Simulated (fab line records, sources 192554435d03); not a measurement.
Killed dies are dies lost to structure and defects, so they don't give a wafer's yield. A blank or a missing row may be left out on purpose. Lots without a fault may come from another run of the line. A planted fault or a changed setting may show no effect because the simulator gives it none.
fab line records | flow n5_finfet
record lots=12 wafers=35 last_day=17
route steps=1938 shown BEOL_M15@1818 MIM_BOT@1832 PASSIVATION@1936
lots that met no fault: from a run of the same line without faults
start_h: hours from the record's first day to the start of the lot's first wafer shown | wait_h: hours since the lot's step before | " the same as in the row above | L1.1+2: a row that stands for several wafers | - no value, or no start given | * or withheld: withheld | < > ~ a bound
route shown NAME@n: a module of which the file shows steps, and the number in the route of the first | usual: mean/standard deviation of fault-free wafers | same: alike in all rows | chamber/n: place in a boat | sites: the reading at each site | _std_site: their standard deviation | _edge_site: outer sites' mean less inner sites' | radius_mm: how far each site lies from the wafer's centre | mask NAME#n: copy n | behind: the tool/chamber that last shaped the wafer | hold: why the lot was held/for how many hours/how that ended | device: the transistor (n, p or np) that didn't switch | end of line: the same wafers' tests at the end of the route | a step without rows: its recipe alone | killed: dies lost to structure and defects at the first sort, not the wafer's yield | map: a wafer's dies, x killed, . not, _ none there
set.NAME: the setting as run; set.NAME@STEP: as run at that earlier step | model.NAME: the simulator's own value behind a step, which no gauge read
steps of the route over a sample of lots; a table a step, a row a wafer
services: from which hour (start_h, from the record's first day; less than 0 if before it) a tool's chamber was out of use, for how many hours, and why
## steps
# step N5_BEOL_M15_PRE_CLEAN_42
# recipe gas=H2/He time_s=30 temp_c=300
# usual heater_power_w=466/25
# columns lot.wafer tool chamber start_h wait_h heater_power_w
L231.3 pvd_sputter-03 - 246.82 0.0 496
L231.4 " - " " 461
L231.5 " - " " 495
L234.1 pvd_sputter-01 - 265.05 0.0 455
L234.3 " - " " 472
L234.6 " - " " 480
L237.2 pvd_sputter-02 - 283.08 0.0 494
L237.4 " - " " 461
L237.6 " - " " 421
L242.2 pvd_sputter-02 - 311.31 0.0 493
L242.3 " - " " 427
L242.6 " - " " 504
L241.1 pvd_sputter-02 - 312.59 0.0 448
L241.3 " - " " 417
L241.6 " - " " 480
L246.2 pvd_sputter-03 - 341.91 0.0 472
L246.5 " - " " 467
L246.6 " - " " 497
L247.3 pvd_sputter-03 - 347.96 0.0 481
L247.5 " - " " 498
L248.1 pvd_sputter-03 - 357.03 0.0 477
L248.3 " - " " 433
L248.5 " - " " 459
L250.3 pvd_sputter-01 - 369.08 0.0 451
L250.5 " - " " 442
L250.6 " - " " 468
L252.1 pvd_sputter-03 - 376.27 0.0 423
L252.2 " - " " 497
L252.4 " - " " 484
L253.1 pvd_sputter-03 - 387.62 0.0 437
L253.5 " - " " 474
L253.6 " - " " 514
L254.2 pvd_sputter-02 - 390.92 0.0 463
L254.5 " - " " 463
L254.6 " - " " 487
# step N5_BEOL_M15_SPUTTER_44
# recipe material=Ta target_thk_a=150 temp_c=50 bias_v=80 power_w=15000 chamber_pressure_pa=0.07 time_s=24.19
# usual throttle_valve_pct=29.9/0.76
# columns lot.wafer tool chamber start_h wait_h throttle_valve_pct
L231.3 pvd_sputter-03 - 246.94 0.0 30.9
L231.4 " - " " 30.5
L231.5 " - " " 31.1
L234.1 pvd_sputter-01 - 265.17 0.0 29.1
L234.3 " - " " 29.5
L234.6 " - " " 29.5
L237.2 pvd_sputter-02 - 283.20 0.0 28.7
L237.4 " - " " 29.4
L237.6 " - " " 29.7
L242.2 pvd_sputter-02 - 311.43 0.0 28.7
L242.3 " - " " 29.8
L242.6 " - " " 28.6
L241.1 pvd_sputter-02 - 312.71 0.0 29.7
L241.3 " - " " 29.9
L241.6 " - " " 28.3
L246.2 pvd_sputter-03 - 342.03 0.0 30.5
L246.5 " - " " 30.3
L246.6 " - " " 31.2
L247.3 pvd_sputter-03 - 348.08 0.0 30.1
L247.5 " - " " 31.1
L248.1 pvd_sputter-03 - 357.15 0.0 30.4
L248.3 " - " " 29.5
L248.5 " - " " 30.5
L250.3 pvd_sputter-01 - 369.20 0.0 29.0
L250.5 " - " " 29.6
L250.6 " - " " 29.6
L252.1 pvd_sputter-03 - 376.39 0.0 29.5
L252.2 " - " " 31.2
L252.4 " - " " 30.0
L253.1 pvd_sputter-03 - 387.74 0.0 29.2
L253.5 " - " " 30.3
L253.6 " - " " 31.2
L254.2 pvd_sputter-02 - 391.04 0.0 29.3
L254.5 " - " " 30.4
L254.6 " - " " 28.4
# step N5_BEOL_M15_CMP_49
# recipe stop_on=SiO2 t_overpolish_s=4.9 down_force_psi=2 platen_rpm=80 clearing_platen_down_force_psi=2 clearing_platen_rpm=80 post_cmp_clean=cu_alkaline target_thk_nm=850 clearing_platen_pad_velocity_m_s=1.5917 pad_velocity_m_s=1.5917
# usual barrier_field_endpoint_s=11.2/0.39 motor_current_A=8.0/0.78
# columns lot.wafer tool chamber start_h wait_h barrier_field_endpoint_s motor_current_A
L231.3 cmp-02 2 248.64 1.0 11.0 8.0
L231.4 " 1 " " 10.9 8.1
L231.5 " 3 " " 11.9 7.6
L234.1 cmp-03 3 266.01 0.3 11.0 9.5
L234.3 " 2 " " 10.9 7.5
L234.6 " 3 " " 11.4 10.1
L237.4 cmp-03 0 284.05 0.2 10.8 7.5
L237.2 " 2 " " 10.5 7.8
L237.6 " 3 " " 10.8 9.6
L242.2 cmp-02 2 312.24 0.3 11.2 7.7
L242.3 " 3 " " 14.3 7.7
L242.6 " 0 " " 13.4 7.4
L241.3 cmp-02 3 313.45 0.2 14.5 8.0
L241.1 " 0 " " 11.4 7.5
L241.6 " 0 " " 13.9 7.2
L246.2 cmp-02 0 343.42 0.3 11.1 7.9
L246.6 " 2 " " 10.9 7.5
L246.5 " 3 " " 11.5 7.9
L247.3 cmp-03 3 348.91 0.3 11.4 9.5
L247.5 " 1 " " 11.3 7.0
L248.1 cmp-03 3 357.96 0.3 11.1 9.7
L248.3 " 0 " " 11.2 7.6
L248.5 " 2 " " 10.5 7.8
L250.3 cmp-04 1 370.29 0.2 11.0 7.2
L250.5 " 3 " " 11.5 7.3
L250.6 " 0 " " 11.4 9.1
L252.2 cmp-02 0 377.15 0.2 11.2 7.2
L252.4 " 1 " " 11.2 8.5
L252.1 " 2 " " 11.3 7.6
L253.1 cmp-03 0 388.73 0.4 11.0 7.4
L253.5 " 1 " " 10.7 6.9
L253.6 " 2 " " 10.4 7.9
L254.2 cmp-02 1 391.89 0.3 11.6 8.5
L254.5 " 2 " " 12.0 7.3
L254.6 " 3 " " 12.2 7.9
# step N5_MIM_BOT_DEGAS_01
# recipe ambient=vacuum temp_c=300 time_s=60
# usual heater_power_w=464/22
# columns lot.wafer tool chamber start_h wait_h heater_power_w
L231.3 pvd_sputter-03 - 250.59 0.5 467
L231.4 " - " " 464
L231.5 " - " " 497
L234.1 pvd_sputter-03 - 268.72 1.3 485
L234.3 " - " " 434
L234.6 " - " " 451
L237.2 pvd_sputter-01 - 286.74 1.2 447
L237.4 " - " " 470
L237.6 " - " " 458
L242.2 pvd_sputter-03 - 314.76 1.1 438
L242.3 " - " " 490
L242.6 " - " " 464
L241.1 pvd_sputter-02 - 315.73 0.8 445
L241.3 " - " " 489
L241.6 " - " " 468
L246.2 pvd_sputter-01 - 345.06 0.3 438
L246.5 " - " " 437
L246.6 " - " " 454
L247.3 pvd_sputter-03 - 352.01 1.7 446
L247.5 " - " " 505
L248.1 pvd_sputter-01 - 359.78 0.4 452
L248.3 " - " " 481
L248.5 " - " " 462
L250.3 pvd_sputter-03 - 371.71 0.0 500
L250.5 " - " " 441
L250.6 " - " " 485
L252.1 pvd_sputter-01 - 378.74 0.1 453
L252.2 " - " " 459
L252.4 " - " " 483
L253.1 pvd_sputter-02 - 390.60 0.5 494
L253.5 " - " " 428
L253.6 " - " " 456
L254.2 pvd_sputter-03 - 395.27 2.0 432
L254.5 " - " " 437
L254.6 " - " " 512
# step N5_MIM_BOT_SPUTTER_00
# recipe material=TiN target_thk_a=350 temp_c=200 power_w=3000 chamber_pressure_pa=0.49996 gas=Ar reactive_partial_pa=0.37997 time_s=89.7
# usual throttle_valve_pct=29.9/0.74
# columns lot.wafer tool chamber start_h wait_h throttle_valve_pct
L231.3 pvd_sputter-03 - 250.63 0.0 30.3
L231.4 " - " " 30.4
L231.5 " - " " 31.1
L234.1 pvd_sputter-03 - 268.76 0.0 30.0
L234.3 " - " " 29.4
L234.6 " - " " 30.6
L237.2 pvd_sputter-01 - 286.78 0.0 28.9
L237.4 " - " " 29.6
L237.6 " - " " 28.9
L242.2 pvd_sputter-03 - 314.80 0.0 29.3
L242.3 " - " " 31.1
L242.6 " - " " 30.7
L241.1 pvd_sputter-02 - 315.77 0.0 29.2
L241.3 " - " " 28.6
L241.6 " - " " 29.4
L246.2 pvd_sputter-01 - 345.10 0.0 28.8
L246.5 " - " " 29.0
L246.6 " - " " 28.8
L247.3 pvd_sputter-03 - 352.05 0.0 29.3
L247.5 " - " " 30.7
L248.1 pvd_sputter-01 - 359.82 0.0 29.2
L248.3 " - " " 29.8
L248.5 " - " " 28.7
L250.3 pvd_sputter-03 - 371.75 0.0 31.0
L250.5 " - " " 29.3
L250.6 " - " " 31.3
L252.1 pvd_sputter-01 - 378.78 0.0 29.7
L252.2 " - " " 29.2
L252.4 " - " " 29.6
L253.1 pvd_sputter-02 - 390.64 0.0 28.5
L253.5 " - " " 29.7
L253.6 " - " " 29.2
L254.2 pvd_sputter-03 - 395.31 0.0 29.4
L254.5 " - " " 29.5
L254.6 " - " " 31.4
# step N5_PASSIVATION_PROBE_49
# usual defect_limited_yield=91.4/1.4 killed_at_M0_to_M3=34/8.9 killed_at_M4_up=13/4.6 killed_at_contacts=12/5.5 killed_at_front_end=41/11 killed_at_other=3.1/2.9 killed_dies=102/16 killed_open=66/11 killed_short=34/7.6 sort_bin_5_function=5.1/0.89 sort_bin_6_memory=3.2/0.61 sort_bin_8_speed=0.02/0.12 sort_n_pass=1078/16
# same gross_dies=1180 killed_at_back_side=0 sort_bin_4_leakage[%]=0
# columns lot.wafer tool chamber start_h wait_h defect_limited_yield[%] killed_at_M0_to_M3 killed_at_M4_up killed_at_contacts killed_at_front_end killed_at_other killed_dies killed_open killed_short sort_bin_5_function[%] sort_bin_6_memory[%] sort_bin_8_speed[%] sort_n_pass
L237.2 prober-01 - 297.28 0.1 89.5 35 12 13 61 3 124 78 40 6.3 3.4 0 1056
L237.4 prober-01 - 297.38 0.2 90.5 40 13 21 34 4 112 70 42 5.3 4.0 0 1068
L237.6 prober-01 - 297.48 0.3 92.9 20 19 2 41 2 84 62 18 4.2 2.3 0.08 1095
L242.3 prober-01 - 326.46 0.1 91.1 33 20 6 45 1 105 63 41 5.3 3.0 0 1075
L246.2 prober-02 - 358.13 0.1 89.7 32 13 15 56 6 122 76 45 6.4 3.6 0 1058
L246.5 prober-02 - 358.28 0.2 89.9 33 15 8 56 7 119 76 42 5.9 3.9 0 1061
L246.6 prober-02 - 358.33 0.3 92.2 26 9 4 38 15 92 67 23 3.6 4.0 0 1088
# killed by level:class
L237.2 STI_FIN_REVEAL:geometric_particle:open=14 MOL_CONTACT_COAG:geometric_particle:open=11 FIN_SAQP:geometric_particle:short=8 BEOL_M0_SAQP:geometric_particle:short=8 BEOL_M0_SAQP:geometric_particle:open=8 BEOL_M1:geometric_particle:open=8 FIN_SAQP:geometric_particle:open=7 BEOL_M2:geometric_particle:open=7
L237.4 BEOL_M0_SAQP:geometric_particle:short=12 MOL_CONTACT_COAG:geometric_particle:open=11 MOL_CONTACT_COAG:geometric_particle:short=10 BEOL_M0_SAQP:geometric_particle:open=9 BEOL_M4:geometric_particle:open=9 BEOL_M2:geometric_particle:open=8 FIN_SAQP:geometric_particle:open=6 STI_FIN_REVEAL:geometric_particle:open=6
L237.6 STI_FIN_REVEAL:geometric_particle:open=16 BEOL_M4:geometric_particle:open=13 BEOL_M0_SAQP:geometric_particle:open=6 BEOL_M2:geometric_particle:open=6 STI_FIN_REVEAL:geometric_particle:short=4 BEOL_M1:geometric_particle:open=4 HKMG_FIN:area_etch=4 GATE_CUT:geometric_particle:short=3
L242.3 FIN_SAQP:geometric_particle:short=10 BEOL_M2:geometric_particle:open=10 BEOL_M0_SAQP:geometric_particle:short=9 BEOL_M0_SAQP:geometric_particle:open=8 STI_FIN_REVEAL:geometric_particle:open=7 GATE_CUT:geometric_particle:short=7 BEOL_M4:geometric_particle:open=6 FIN_SAQP:geometric_particle:open=4
L246.2 STI_FIN_REVEAL:geometric_particle:open=15 MOL_CONTACT_COAG:geometric_particle:open=12 DUMMY_GATE:geometric_particle:open=11 BEOL_M0_SAQP:geometric_particle:open=11 BEOL_M0_SAQP:geometric_particle:short=8 FIN_SAQP:geometric_particle:short=6 BEOL_M4:geometric_particle:open=6 STI_FIN_REVEAL:geometric_particle:short=5
L246.5 STI_FIN_REVEAL:geometric_particle:open=16 DUMMY_GATE:geometric_particle:open=8 BEOL_M0_SAQP:geometric_particle:short=8 BEOL_M3:geometric_particle:open=8 FIN_SAQP:geometric_particle:open=7 BEOL_M4:geometric_particle:open=7 GATE_CUT:geometric_particle:short=6 MOL_CONTACT_COAG:geometric_particle:open=5
L246.6 STI_FIN_REVEAL:geometric_particle:open=8 DUMMY_GATE:geometric_particle:open=8 BEOL_M0_SAQP:geometric_particle:open=8 MIM_TOP_ETCH:geometric_particle:short=8 GATE_CUT:geometric_particle:open=7 STARTING-WAFER:geometric_particle:open=5 BEOL_M2:geometric_particle:open=4 GATE_CUT:geometric_particle:short=4
## services
# columns tool chamber start_h hours kind
cmp-03 - 241.11 14.1 pm
cmp-02 - 244.64 4.0 pm
cmp-02 - 248.64 - consumable_replace:conditioner
cmp-02 - 248.64 - consumable_replace:pad
cmp-02 - 277.85 2.9 repair
cmp-04 - 285.28 2.5 repair
cmp-02 - 290.07 2.5 repair
cmp-03 - 316.07 4.0 pm
cmp-03 - 320.07 - consumable_replace:conditioner
cmp-03 - 320.07 - consumable_replace:pad
cmp-02 - 321.75 4.9 repair
cmp-04 - 346.21 3.6 pm
cmp-03 - 353.00 1.2 repair
pvd_sputter-01 - 366.77 2.1 repair
pvd_sputter-03 - 381.22 0.7 repair
cmp-04 - 395.27 4.0 pm
## key
first_sign step=N5_BEOL_M15_CMP_49 reading=barrier_field_endpoint_s direction=up sigmas=7.3 usual=11.2 struck=14.0
effect none on later readings
met_at N5_BEOL_M15_SPUTTER_44
struck_lots L241,L242
struck_wafers L241.3,L241.6,L242.3,L242.6
baseline_loss step=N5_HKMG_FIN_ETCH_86 wafers=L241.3
not_acting_at N5_BEOL_M15_PRE_CLEAN_42,N5_MIM_BOT_DEGAS_01,N5_MIM_BOT_SPUTTER_00
onset_between 283.20 311.43
fault kind=process_parameter_drift tool=pvd_sputter-02 chamber=- onset_h=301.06 steps=N5_BEOL_M15_SPUTTER_44 channel=time_s offset=* shape=step end_h=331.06 scope=struck_wafers_only acts_in=* stated=*
# baseline_loss: these wafers lose ten dies or more at that step, a loss of the line's own and not of a fault; the sort's usual values leave them out
